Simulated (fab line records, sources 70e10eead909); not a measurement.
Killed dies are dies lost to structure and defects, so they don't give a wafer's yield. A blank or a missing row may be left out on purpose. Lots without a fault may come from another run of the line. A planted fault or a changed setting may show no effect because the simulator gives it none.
fab line records | flow nand_harc
record lots=6 wafers=18 last_day=33
route steps=1302 shown A_CHANNEL_HOLE_D1@480 A_CHANNEL_FILL_D1@490 END@1302
lots that met no fault: from a run of the same line without faults
start_h: hours from the record's first day to the start of the lot's first wafer shown | wait_h: hours since the lot's step before | " the same as in the row above | L1.1+2: a row that stands for several wafers | - no value, or no start given | * or withheld: withheld | < > ~ a bound
route shown NAME@n: a module of which the file shows steps, and the number in the route of the first | usual: mean/standard deviation of fault-free wafers | same: alike in all rows | chamber/n: place in a boat | sites: the reading at each site | _std_site: their standard deviation | _edge_site: outer sites' mean less inner sites' | radius_mm: how far each site lies from the wafer's centre | mask NAME#n: copy n | behind: the tool/chamber that last shaped the wafer | hold: why the lot was held/for how many hours/how that ended | device: the transistor (n, p or np) that didn't switch | end of line: the same wafers' tests at the end of the route | a step without rows: its recipe alone | killed: dies lost to structure and defects at the first sort, not the wafer's yield | map: a wafer's dies, x killed, . not, _ none there
set.NAME: the setting as run; set.NAME@STEP: as run at that earlier step | model.NAME: the simulator's own value behind a step, which no gauge read
lots at some steps of the route; a table a step, a row a wafer
services: from which hour (start_h, from the record's first day; less than 0 if before it) a tool's chamber was out of use, for how many hours, and why
## steps
# step NHARC_A_CHANNEL_HOLE_D1_STRIP_41
# recipe n2_flow_sccm=150 h2_flow_sccm=150 ar_flow_sccm=0 bias_w=0 chemistry=N2/H2
# step NHARC_A_CHANNEL_HOLE_D1_STRIP_42
# recipe cf4_flow_sccm=100 chf3_flow_sccm=30 ar_flow_sccm=0 bias_w=0 chemistry=CF4/CHF3
# step NHARC_A_CHANNEL_HOLE_D1_STRIP_43
# recipe o2_flow_sccm=400 cos_flow_sccm=20 ar_flow_sccm=0 bias_w=0 chemistry=O2/COS
# step NHARC_A_CHANNEL_HOLE_D1_ETCH_44
# recipe target_depth_a=1400 overetch_a=140 time_s=77 ion_energy_ev=100 cf4_flow_sccm=80 o2_flow_sccm=20 ar_flow_sccm=0 rf_w=300 bias_w=100 chemistry=CF4/O2
# usual drypump_motor_current_A=5.9/0.37 oes_product_au=1.001/0.01 rf_vpp_V=197.1/1 showerhead_plenum_p_Torr=1.30/0.041 throttle_valve_pct=13.398/0.0093
# columns lot.wafer tool chamber start_h wait_h drypump_motor_current_A oes_product_au rf_hours_counter_h rf_vpp_V showerhead_plenum_p_Torr throttle_valve_pct
L629.4 rie_diel-07 3 208.06 0.1 6.2 1.006 25 195.6 1.36 13.392
L629.3 " 0 " " 5.8 1.004 25 197.1 1.28 13.401
L629.6 " 0 " " 5.8 1.015 - 197.2 1.28 13.416
L630.3 rie_diel-09 3 212.86 0.1 5.5 1.004 6 195.6 1.26 13.406
L630.2 " 0 " " 6.4 1.008 6 196.3 1.29 13.404
L630.1 " 1 " " 6.1 1.002 5 198.2 1.35 13.403
L641.3 rie_diel-07 3 340.24 0.0 6.2 1.000 11 198.6 1.36 13.393
L641.2 " 0 " " 5.8 0.992 11 196.0 1.27 13.386
L641.4 " 1 " " 5.8 0.990 13 197.8 1.34 13.414
L642.3 rie_diel-10 3 344.44 0.1 5.0 1.015 35 196.6 1.29 13.400
L642.1 " 1 " " 5.9 1.020 25 196.3 1.25 13.395
L642.5 " 3 " " 5.0 1.000 - 197.4 1.29 13.423
L643.3 rie_diel-09 0 356.59 0.1 6.4 1.009 2 197.9 1.29 13.403
L643.2 " 2 " " 6.1 0.996 2 197.4 1.31 13.405
L643.6 " 3 " " 5.5 0.985 - 195.8 1.25 13.395
L650.1 rie_diel-09 0 410.94 0.1 6.4 1.005 8 195.6 1.29 13.386
L650.3 " 1 " " 6.1 1.006 7 198.3 1.35 13.393
L650.4 " 2 " " 6.1 1.006 7 197.4 1.31 13.401
# step NHARC_A_CHANNEL_HOLE_D1_STRIP_27
# recipe o2_flow_sccm=500 ar_flow_sccm=0 bias_w=0 chemistry=O2
# usual drypump_motor_current_A=6.0/0.36 oes_product_au=1.000/0.0098 rf_vpp_V=57.4/0.82 showerhead_plenum_p_Torr=3.44/0.1 throttle_valve_pct=17.036/0.0097
# columns lot.wafer tool chamber start_h wait_h drypump_motor_current_A oes_product_au rf_hours_counter_h rf_vpp_V showerhead_plenum_p_Torr throttle_valve_pct
L629.3 rie_diel-07 0 - - 5.8 0.997 25 57.3 3.39 17.045
L629.4 " 1 " " 5.8 0.978 24 58.6 3.57 17.034
L629.6 " 2 " " 6.0 1.014 - 56.4 3.36 17.037
L630.2 rie_diel-09 0 - - 6.4 0.999 6 57.2 3.41 17.044
L630.3 " 1 " " 6.1 1.009 5 57.9 3.57 17.044
L630.1 " 2 " " 6.1 0.987 6 57.1 3.47 17.034
L641.4 rie_diel-07 3 - - 6.2 1.000 11 56.8 3.58 17.010
L641.2 " 0 " " 5.8 0.995 11 56.4 3.37 17.044
L641.3 " 1 " " 5.8 0.995 13 56.6 3.55 17.044
L642.1 rie_diel-10 0 - - 5.9 1.021 36 58.0 3.79 17.014
L642.3 " 3 " " 5.0 1.000 35 57.0 3.42 17.043
L642.5 " 0 " " 6.0 1.023 - 58.8 3.79 17.059
L643.2 rie_diel-09 1 - - 6.1 1.012 2 57.6 3.57 17.026
L643.3 " 3 " " 5.5 0.991 2 56.7 3.32 17.012
L643.6 " 1 " " 6.1 1.003 - 59.9 3.57 17.042
L650.1 rie_diel-09 3 - - 5.5 0.997 8 57.0 3.32 17.025
L650.3 " 0 " " 6.4 1.006 8 57.0 3.41 17.047
L650.4 " 2 " " 6.1 0.992 7 57.6 3.46 17.036
# step NHARC_A_CHANNEL_HOLE_D1_PRECLEAN_28
# recipe time_s=* temp_c=50 bath_age_min=0 chemistry=SC1
# step NHARC_A_CHANNEL_HOLE_D1_SRD_29
# step NHARC_A_CHANNEL_HOLE_D1_CD_MEAS_30
# usual cd_nm=89.9/1.2
# columns lot.wafer tool chamber start_h wait_h cd_nm
L629.3 cd_sem-02 - 208.88 - 88.9
L629.4 " - " " 90.4
L629.6 " - " " 87.8
L630.1 cd_sem-02 - 213.66 - 89.0
L630.2 " - " " 89.4
L630.3 " - " " 90.4
L641.2 cd_sem-01 - 341.04 - 90.8
L641.3 " - " " 92.4
L641.4 " - " " 92.0
L642.1 cd_sem-01 - 345.22 - 88.0
L642.3 " - " " 88.5
L642.5 " - " " 89.7
L643.2 cd_sem-02 - 357.37 - 91.3
L643.3 " - " " 91.1
L643.6 " - " " 89.0
L650.1 cd_sem-03 - 411.72 - 88.5
L650.3 " - " " 90.9
L650.4 " - " " 90.1
# step NHARC_A_CHANNEL_HOLE_D1_XSEM_31
# recipe landing_energy_ev=35000
# usual bot_cd_nm=74.6/1.4 bow_nm=8.7/0.36 tilt_deg=0.07/0.036
# columns lot.wafer tool chamber start_h wait_h bot_cd_nm bow_nm tilt_deg
L629.3 xsem-02 0 208.97 0.1 74.0 8.8 0.10
L629.4 " 0 " " 75.8 8.8 0.10
L629.6 " 0 " " 71.6 8.8 0.10
L630.1 xsem-01 0 213.74 0.1 73.2 8.5 0.13
L630.2 " 0 " " 74.2 8.6 0.13
L630.3 " 0 " " 75.0 8.5 0.13
L641.2 xsem-02 0 341.13 0.1 75.3 8.6 0.03
L641.3 " 0 " " 76.9 8.6 0.03
L641.4 " 0 " " 75.9 8.5 0.03
L642.1 xsem-01 0 345.31 0.1 72.1 8.8 0.13
L642.3 " 0 " " 72.8 8.8 0.14
L642.5 " 0 " " 73.4 8.7 0.14
L643.2 xsem-02 0 357.47 0.1 75.5 8.6 0.14
L643.3 " 0 " " 76.0 8.5 0.14
L643.6 " 0 " " 74.0 8.6 0.14
L650.1 xsem-02 0 411.82 0.1 74.2 7.8 0.07
L650.3 " 0 " " 76.1 7.8 0.07
L650.4 " 0 " " 74.3 7.8 0.08
# step NHARC_A_CHANNEL_HOLE_D1_INSPECT_40
# usual raw_defect_count=72/24
# columns lot.wafer tool chamber start_h wait_h raw_defect_count
L629.3 defect_inspect-01 - 209.06 - 49
L629.4 " - " " 42
L629.6 " - " " 42
L630.1 defect_inspect-02 - 213.84 - 108
L630.2 " - " " 89
L630.3 " - " " 115
L641.2 defect_inspect-02 - 341.22 - 92
L641.3 " - " " 98
L641.4 " - " " 98
L642.1 defect_inspect-01 - 345.41 - 95
L642.3 " - " " 86
L642.5 " - " " 74
L643.2 defect_inspect-01 - 357.56 - 71
L643.3 " - " " 59
L643.6 " - " " 39
L650.1 defect_inspect-01 - 411.91 - 72
L650.3 " - " " 79
L650.4 " - " " 74
# step NHARC_A_CHANNEL_FILL_D1_PRECLEAN_00
# recipe time_s=* temp_c=50 bath_age_min=0 chemistry=SC1
# step NHARC_A_CHANNEL_FILL_D1_SRD_01
# step NHARC_A_CHANNEL_FILL_D1_ALD_02
# recipe target_thk_a=60 pulse_time_s=10 ald_cycles=60 temp_c=300 material=SiO2
# usual ald_cycles=60/0 heater_power_w=478/35 precursor_pulse_height_rel=1.003/0.019
# columns lot.wafer tool chamber start_h wait_h ald_cycles heater_power_w precursor_pulse_height_rel since_wet_clean_h
L629.4 ald_hk-03 1 210.23 - 60 465 1.056 163
L629.3 " 3 " " 60 495 0.977 163
L629.6 " 1 " " 60 458 0.972 -
L630.3 ald_hk-03 2 214.03 - 60 476 1.004 167
L630.1 " 3 " " 60 496 1.005 167
L630.2 " 0 " " 60 453 1.000 167
L641.4 ald_hk-03 2 342.34 - 48 487 1.042 114
L641.3 " 3 " " 48 468 0.978 114
L641.2 " 1 " " 48 446 0.984 114
L642.3 ald_hk-03 1 345.74 - 48 450 0.996 117
L642.1 " 3 " " 48 471 1.043 117
L642.5 " 0 " " 48 456 1.025 -
L643.2 ald_hk-04 3 357.76 - 60 465 1.005 93
L643.3 " 0 " " 60 534 1.023 93
L643.6 " 3 " " 60 457 1.017 -
L650.3 ald_hk-04 0 412.11 - 60 509 0.977 147
L650.1 " 2 " " 60 478 0.991 148
L650.4 " 3 " " 60 450 0.974 148
# step NHARC_A_CHANNEL_FILL_D1_ALD_03
# recipe target_thk_a=60 pulse_time_s=60 ald_cycles=58 temp_c=630 pressure_torr=2 material=SiNx
# usual ald_cycles=58/0 precursor_pulse_height_rel=1.002/0.02
# columns lot.wafer tool chamber start_h wait_h ald_cycles precursor_pulse_height_rel
L629.3 ald_sin_batch-01 0 - - 58 1.001
L629.4 " 0 " " 58 0.975
L629.6 " 0 " " 58 1.000
L630.1 ald_sin_batch-03 0 - - 58 1.006
L630.2 " 0 " " 58 1.009
L630.3 " 0 " " 58 0.991
L641.2 ald_sin_batch-02 0 - - 58 0.980
L641.3 " 0 " " 58 0.983
L641.4 " 0 " " 58 0.978
L642.1 ald_sin_batch-03 0 - - 58 1.018
L642.3 " 0 " " 58 0.991
L642.5 " 0 " " 58 0.993
L643.2 ald_sin_batch-03 0 - - 58 0.994
L643.3 " 0 " " 58 1.006
L643.6 " 0 " " 58 0.991
L650.1 ald_sin_batch-03 0 - - 58 0.982
L650.3 " 0 " " 58 1.046
L650.4 " 0 " " 58 1.001
# step NHARC_END_SORT_01
# recipe temp_c=25
# usual killed_at_array=57/18 killed_at_other=0.8/1 killed_at_periphery=3.9/2.8 killed_dies=62/18 killed_open=3.4/1.8 killed_short=2.2/1.6
# same gross_dies=677
# columns lot.wafer tool chamber start_h wait_h killed_at_array killed_at_other killed_at_periphery killed_dies killed_open killed_short
L630.1 prober-01 0 587.78 2.5 53 1 5 59 5 4
L630.2 prober-01 0 588.59 2.8 47 1 8 56 1 4
L630.3 prober-01 0 589.40 3.1 53 0 8 61 3 2
L641.2 prober-01 0 705.66 2.8 51 0 1 52 1 2
L641.3 prober-01 0 706.45 3.1 72 0 5 77 4 0
L641.4 prober-01 0 707.24 3.4 72 0 3 75 6 4
L643.2 prober-01 0 741.79 2.8 63 2 0 65 2 0
L643.3 prober-01 0 742.60 3.1 72 1 0 73 1 1
L643.6 prober-01 0 745.02 4.0 63 2 2 67 6 5
# killed by level:class
L630.1 A_CHANNEL_HOLE_D1:chamber_film_flake=31 A_CHANNEL_HOLE_D2:chamber_film_flake=8 P_M1:chamber_film_flake=4 A_CONTACT:chamber_film_flake=2 A_BONDPAD:chamber_film_flake=2 A_ONON_D1:geometric_particle:open=1 A_CHANNEL_HOLE_D1:geometric_particle:short=1 A_CHANNEL_HOLE_D1:geometric_particle:open=1
L630.2 A_CHANNEL_HOLE_D1:chamber_film_flake=31 P_M1:chamber_film_flake=5 A_CHANNEL_HOLE_D2:chamber_film_flake=5 P_GATE:chamber_film_flake=3 A_CHANNEL_FILL_D1:geometric_particle:short=2 A_M0:geometric_particle:short=2 A_CHANNEL_FILL_D2:chamber_film_flake=2 A_STAIRCASE:chamber_film_flake=2
L630.3 A_CHANNEL_HOLE_D1:chamber_film_flake=30 A_CHANNEL_HOLE_D2:chamber_film_flake=13 P_M1:chamber_film_flake=5 A_STAIRCASE:chamber_film_flake=3 P_GATE:chamber_film_flake=2 P_CONTACT:geometric_particle:open=1 A_CHANNEL_FILL_D2:geometric_particle:short=1 A_CHANNEL_FILL_D2:geometric_particle:open=1
L641.2 A_CHANNEL_HOLE_D1:chamber_film_flake=31 A_CHANNEL_HOLE_D2:chamber_film_flake=11 A_SLIT:chamber_film_flake=4 P_STI:geometric_particle:open=1 A_DECK1_JOINT:geometric_particle:short=1 A_CHANNEL_FILL_D2:geometric_particle:short=1 A_CHANNEL_FILL_D1:chamber_film_flake=1 A_STAIRCASE:chamber_film_flake=1
L641.3 A_CHANNEL_HOLE_D1:chamber_film_flake=39 A_CHANNEL_HOLE_D2:chamber_film_flake=18 A_SLIT:chamber_film_flake=4 A_CONTACT:chamber_film_flake=4 A_STAIRCASE:chamber_film_flake=3 P_ZERO_WELL:chamber_film_flake=2 P_CONTACT:geometric_particle:open=1 P_M0:geometric_particle:open=1
L641.4 A_CHANNEL_HOLE_D1:chamber_film_flake=34 A_CHANNEL_HOLE_D2:chamber_film_flake=18 A_SLIT:chamber_film_flake=6 A_WL_FILL:geometric_particle:open=3 A_CONTACT:chamber_film_flake=3 P_GATE:geometric_particle:open=1 P_GATE:geometric_particle:short=1 P_CONTACT:geometric_particle:open=1
L643.2 A_CHANNEL_HOLE_D2:chamber_film_flake=29 A_SLIT:chamber_film_flake=21 A_CHANNEL_HOLE_D1:chamber_film_flake=4 A_STAIRCASE:chamber_film_flake=2 A_SGD_CUT:chamber_film_flake=2 THIN_TSV:chamber_film_flake=2 A_CHANNEL_FILL_D1:geometric_particle:open=1 A_ONON_D2:geometric_particle:open=1
L643.3 A_SLIT:chamber_film_flake=39 A_CHANNEL_HOLE_D2:chamber_film_flake=16 A_CHANNEL_HOLE_D1:chamber_film_flake=5 A_CONTACT:chamber_film_flake=5 A_SGD_CUT:chamber_film_flake=3 A_CHANNEL_FILL_D1:geometric_particle:short=1 A_CONTACT:geometric_particle:open=1 A_CHANNEL_FILL_D1:chamber_film_flake=1
L643.6 A_SLIT:chamber_film_flake=27 A_CHANNEL_HOLE_D2:chamber_film_flake=16 A_CHANNEL_HOLE_D1:chamber_film_flake=5 A_CONTACT:chamber_film_flake=3 A_BLC:geometric_particle:open=2 P_M0:geometric_particle:open=1 A_CHANNEL_HOLE_D2:geometric_particle:short=1 A_CHANNEL_FILL_D2:geometric_particle:short=1
## services
# columns tool chamber start_h hours kind
rie_diel-09 0 201.10 - clean
rie_diel-09 1 201.10 - clean
rie_diel-09 2 201.10 - clean
rie_diel-09 3 201.10 - clean
ald_hk-03 - 218.85 10.0 pm
rie_diel-09 0 225.63 - clean
rie_diel-09 1 225.63 - clean
rie_diel-09 2 225.63 - clean
rie_diel-09 3 225.63 - clean
rie_diel-07 3 233.57 15.1 repair
rie_diel-10 - 243.46 9.0 pm
rie_diel-09 0 250.13 - clean
rie_diel-09 1 250.13 - clean
rie_diel-09 2 250.13 - clean
ald_hk-04 - 254.87 10.0 pm
rie_diel-10 1 266.40 4.0 repair
ald_sin_batch-02 - 267.91 26.0 pm
rie_diel-10 2 281.77 6.1 repair
ald_hk-04 - 286.07 4.4 repair
rie_diel-07 - 295.53 9.0 pm
rie_diel-09 1 306.42 6.5 repair
rie_diel-09 - 320.10 9.0 pm
rie_diel-10 1 347.86 7.4 repair
xsem-01 - 374.00 14.0 pm
## key
first_sign step=NHARC_A_CHANNEL_FILL_D1_ALD_02 reading=ald_cycles direction=down sigmas=99+ usual=60 struck=48
effect none on later readings
met_at NHARC_A_CHANNEL_FILL_D1_ALD_02
struck_wafers L641.2,L641.3,L641.4,L642.1,L642.3,L642.5
tester_left_out L641,L642
onset_between 214.03 342.34
fault kind=process_parameter_drift tool=ald_hk-03 chamber=- onset_h=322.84 steps=NHARC_A_CHANNEL_FILL_D1_ALD_02 channel=ald_cycles offset=-12 shape=step end_h=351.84 acts_in=these_recipes_only stated=60
# tester_left_out: of these lots the tester's yield and bins aren't shown, on N5 and GAA mostly nor the transistor test; their killed dies are dies lost to structure and defects alone, not to doping, threshold or leakage, so they don't give the yield
